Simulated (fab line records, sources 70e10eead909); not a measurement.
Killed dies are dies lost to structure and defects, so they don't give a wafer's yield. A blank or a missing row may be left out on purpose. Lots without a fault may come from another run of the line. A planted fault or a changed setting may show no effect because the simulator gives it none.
Which tool did it? | flow nand_harc | 14 lots, 42 wafers sampled, at 4 steps of a route of 1159

WHAT THE GAUGES READ, wafer by wafer
The record holds no reading of a measuring or inspecting step that can be judged against a usual standard deviation.

WHICH TOOL RAN EACH LOT (tool, then ch and the chambers of the sampled wafers, then the start)
lot  | NHARC_A_BLC_CMP_25            | NHARC_A_M0_ETCH_15                            | NHARC_A_M0_PRE_CLEAN_29                 | NHARC_A_M1_EXPOSE_06
L653 | cmp-01 ch 0,2,3, day 17 18:35 | rie_diel-08 ch 0,1,2, day 17 23:46 or earlier | pvd_sputter-02, day 17 23:46 or earlier | arfi_scanner-02 ch 0, day 17 23:46
L652 | cmp-03 ch 0,1, day 17 19:23   | rie_diel-08 ch 1,2, day 18 00:44 or earlier   | pvd_sputter-03, day 18 00:44 or earlier | arfi_scanner-01 ch 0, day 18 00:44
L654 | cmp-03 ch 0,1,3, day 17 20:32 | rie_diel-03 ch 1,2,3, day 18 01:42 or earlier | pvd_sputter-02, day 18 01:42 or earlier | arfi_scanner-02 ch 0, day 18 01:42
L656 | cmp-02 ch 1,2,3, day 18 05:40 | rie_diel-03 ch 0,1,3, day 18 10:51 or earlier | pvd_sputter-01, day 18 10:51 or earlier | arfi_scanner-02 ch 0, day 18 10:51
L655 | cmp-01 ch 1,2,3, day 18 11:23 | rie_diel-08 ch 2,3, day 18 16:29 or earlier   | pvd_sputter-01, day 18 16:29 or earlier | arfi_scanner-03 ch 0, day 18 16:29
L659 | cmp-02 ch 0,1,3, day 19 09:35 | rie_diel-03 ch 0,2, day 19 14:47 or earlier   | pvd_sputter-01, day 19 14:47 or earlier | arfi_scanner-03 ch 0, day 19 14:47
L662 | cmp-01 ch 0,1,2, day 19 17:23 | rie_diel-03 ch 0,2, day 19 22:28 or earlier   | pvd_sputter-03, day 19 22:28 or earlier | arfi_scanner-03 ch 0, day 19 22:28
L663 | cmp-02 ch 1,3, day 20 08:08   | rie_diel-03 ch 1,3, day 20 13:24 or earlier   | pvd_sputter-01, day 20 13:24 or earlier | arfi_scanner-01 ch 0, day 20 13:24
L666 | cmp-02 ch 0,2, day 20 08:37   | rie_diel-03 ch 0,2,3, day 20 13:48 or earlier | pvd_sputter-01, day 20 13:48 or earlier | arfi_scanner-03 ch 0, day 20 13:48
L665 | cmp-01 ch 0,2,3, day 20 09:02 | rie_diel-01 ch 0,2,3, day 20 14:17 or earlier | pvd_sputter-02, day 20 14:17 or earlier | arfi_scanner-02 ch 0, day 20 14:17
L664 | cmp-01 ch 0,2, day 20 16:20   | rie_diel-08 ch 2,3, day 20 21:37 or earlier   | pvd_sputter-01, day 20 21:37 or earlier | arfi_scanner-03, day 20 21:37
L667 | cmp-03 ch 0,2,3, day 20 18:55 | rie_diel-08 ch 0,1,3, day 21 00:40 or earlier | pvd_sputter-01, day 21 00:40 or earlier | arfi_scanner-01, day 21 00:40
L669 | cmp-03 ch 0,1,2, day 21 23:25 | rie_diel-08 ch 0,2,3, day 22 04:54 or earlier | pvd_sputter-01, day 22 04:54 or earlier | arfi_scanner-01 ch 0, day 22 04:54
L672 | cmp-01 ch 0,3, day 21 23:53   | rie_diel-08 ch 0,1,3, day 22 05:22 or earlier | pvd_sputter-03, day 22 05:22 or earlier | arfi_scanner-02 ch 0, day 22 05:22
- NHARC_A_BLC_CMP_25: polishes, t overpolish 30 s, target thk 150 nm.
- NHARC_A_M0_ETCH_15: etches the open film in C4F8/Ar, target depth 150 nm, overetch 15 nm, time 82.5 s.
- NHARC_A_M0_PRE_CLEAN_29: time 30 s.
- NHARC_A_M1_EXPOSE_06: exposes mask A M1, target cd 120 nm.

WHAT THE TOOLS THEMSELVES READ (means of the sampled wafers that have a number; where no wafer has one, the mark that the record gives instead)
NHARC_A_BLC_CMP_25. Usual: edge_zone_pressure_frac 1.000, standard deviation 0.0051; motor_current_A 12.3 A, standard deviation 1; overpolish_run_s 30.001 s, standard deviation 0.0093; retaining_ring_pressure_frac 1.000, standard deviation 0.0049; time_to_endpoint_s 29 s, standard deviation 3.2.
lot  | tool   | edge_zone_pressure_frac | motor_current_A (A) | overpolish_run_s (s) | retaining_ring_pressure_frac | time_to_endpoint_s (s) | flag
L653 | cmp-01 | 1.003                   | 11.7                | 30.002               | 1.006                        | 28                     |
L652 | cmp-03 | 0.996                   | 11.8                | 29.998               | 0.999                        | 28                     |
L654 | cmp-03 | 1.003                   | 11.9                | 30.004               | 1.000                        | 31                     |
L656 | cmp-02 | 1.002                   | 12.4                | 29.994               | 0.997                        | 28                     |
L655 | cmp-01 | 1.000                   | 12.2                | 30.001               | 1.003                        | 28                     |
L659 | cmp-02 | 0.999                   | 12.3                | 30.001               | 0.998                        | 28                     |
L662 | cmp-01 | 1.000                   | 12.4                | 30.007               | 0.998                        | 31                     |
L663 | cmp-02 | 1.001                   | 12.4                | 29.995               | 0.999                        | 28                     |
L666 | cmp-02 | 1.007                   | 12.5                | 29.996               | 0.998                        | 31                     |
L665 | cmp-01 | 0.997                   | 11.9                | 30.000               | 0.998                        | 30                     |
L664 | cmp-01 | 0.995                   | 11.7                | 29.998               | 0.999                        | 29                     |
L667 | cmp-03 | 1.004                   | 13.2                | 30.006               | 1.000                        | 28                     |
L669 | cmp-03 | 0.999                   | 12.8                | 29.997               | 1.003                        | 31                     |
L672 | cmp-01 | 0.998                   | 12.0                | 30.006               | 1.004                        | 27                     |

NHARC_A_M0_ETCH_15. Usual: oes_product_au 0.953 a.u., standard deviation 0.025; rf_vpp_V 442.0 V, standard deviation 2.4.
lot  | tool        | oes_product_au (a.u.) | rf_vpp_V (V) | flag
L653 | rie_diel-08 | 0.979                 | 442.9        |
L652 | rie_diel-08 | 0.925                 | 442.8        |
L654 | rie_diel-03 | 0.973                 | 443.0        |
L656 | rie_diel-03 | 0.965                 | 444.0        |
L655 | rie_diel-08 | 0.926                 | 438.8        |
L659 | rie_diel-03 | 0.960                 | 442.7        |
L662 | rie_diel-03 | 0.917                 | 442.0        |
L663 | rie_diel-03 | 0.971                 | 443.4        |
L666 | rie_diel-03 | 0.955                 | 443.9        |
L665 | rie_diel-01 | 0.928                 | 441.4        |
L664 | rie_diel-08 | 0.920                 | 440.6        |
L667 | rie_diel-08 | 0.924                 | 440.3        |
L669 | rie_diel-08 | 0.979                 | 440.4        |
L672 | rie_diel-08 | 0.973                 | 440.6        |

NHARC_A_M0_PRE_CLEAN_29. Usual: heater_power_w 400 W, standard deviation 33.
lot  | tool           | heater_power_w (W) | flag
L653 | pvd_sputter-02 | 387                |
L652 | pvd_sputter-03 | 379                |
L654 | pvd_sputter-02 | 394                |
L656 | pvd_sputter-01 | 427                |
L655 | pvd_sputter-01 | 395                |
L659 | pvd_sputter-01 | 428                |
L662 | pvd_sputter-03 | 404                |
L663 | pvd_sputter-01 | 402                |
L666 | pvd_sputter-01 | 408                |
L665 | pvd_sputter-02 | 386                |
L664 | pvd_sputter-01 | 395                |
L667 | pvd_sputter-01 | 374                |
L669 | pvd_sputter-01 | 392                |
L672 | pvd_sputter-03 | 384                |

NHARC_A_M1_EXPOSE_06. Usual: exposure_dose_mJ_cm2 75.09, standard deviation 0.079; focus_offset_nm 0.0 nm, standard deviation 0.53; stage_vel_mm_s 500.03 mm/s, standard deviation 0.27.
lot  | tool            | exposure_dose_mJ_cm2 | focus_offset_nm (nm) | stage_vel_mm_s (mm/s) | flag
L653 | arfi_scanner-02 | 75.06                | 0.2                  | 500.09                |
L652 | arfi_scanner-01 | 75.14                | -0.0                 | 500.09                |
L654 | arfi_scanner-02 | 75.13                | -0.1                 | 500.13                |
L656 | arfi_scanner-02 | 75.05                | 0.2                  | 499.65                |
L655 | arfi_scanner-03 | 75.13                | -0.1                 | 500.11                |
L659 | arfi_scanner-03 | 75.04                | -0.3                 | 499.96                |
L662 | arfi_scanner-03 | 75.15                | 0.0                  | 499.80                |
L663 | arfi_scanner-01 | 74.94                | 0.2                  | 499.89                |
L666 | arfi_scanner-03 | 75.13                | 0.0                  | 500.36                |
L665 | arfi_scanner-02 | 75.08                | 0.3                  | 500.00                |
L664 | arfi_scanner-03 | -                    | -                    | -                     | OFF
L667 | arfi_scanner-01 | -                    | -                    | -                     | OFF
L669 | arfi_scanner-01 | 75.06                | -0.5                 | 500.06                |
L672 | arfi_scanner-02 | 75.02                | 0.3                  | 500.05                |

THE ANSWER, worked out from the rows above alone
Rule: a lot is off if the mean of its wafers that have a number lies more than 3 standard deviations from the usual mean. A lot without any number at a reading at which 4 lots or more have one is off too. The other lots that the step has rows for count as sound. The gauges are gone through in route order, then the tools' own readings, and for those a lot's mean is taken as printed above. The first step at which some lot is off is used, and at that step the reading that is off furthest; a lot without a number counts as furthest.
Off: L664, L667, at NHARC_A_M1_EXPOSE_06 (exposure_dose_mJ_cm2). Without a number there: L664, L667.
A tool fits if, at that step or a process step before it, it ran every lot that is off, and no sound lot after the first of them. NHARC_A_M0_ETCH_15 gives no start for some lots, so the hours and the order of its lots are those of NHARC_A_M1_EXPOSE_06. NHARC_A_M0_PRE_CLEAN_29 gives no start for some lots, so the hours and the order of its lots are those of NHARC_A_M1_EXPOSE_06. None of those tried fits.

WHAT THE SIMULATOR HAD PUT IN
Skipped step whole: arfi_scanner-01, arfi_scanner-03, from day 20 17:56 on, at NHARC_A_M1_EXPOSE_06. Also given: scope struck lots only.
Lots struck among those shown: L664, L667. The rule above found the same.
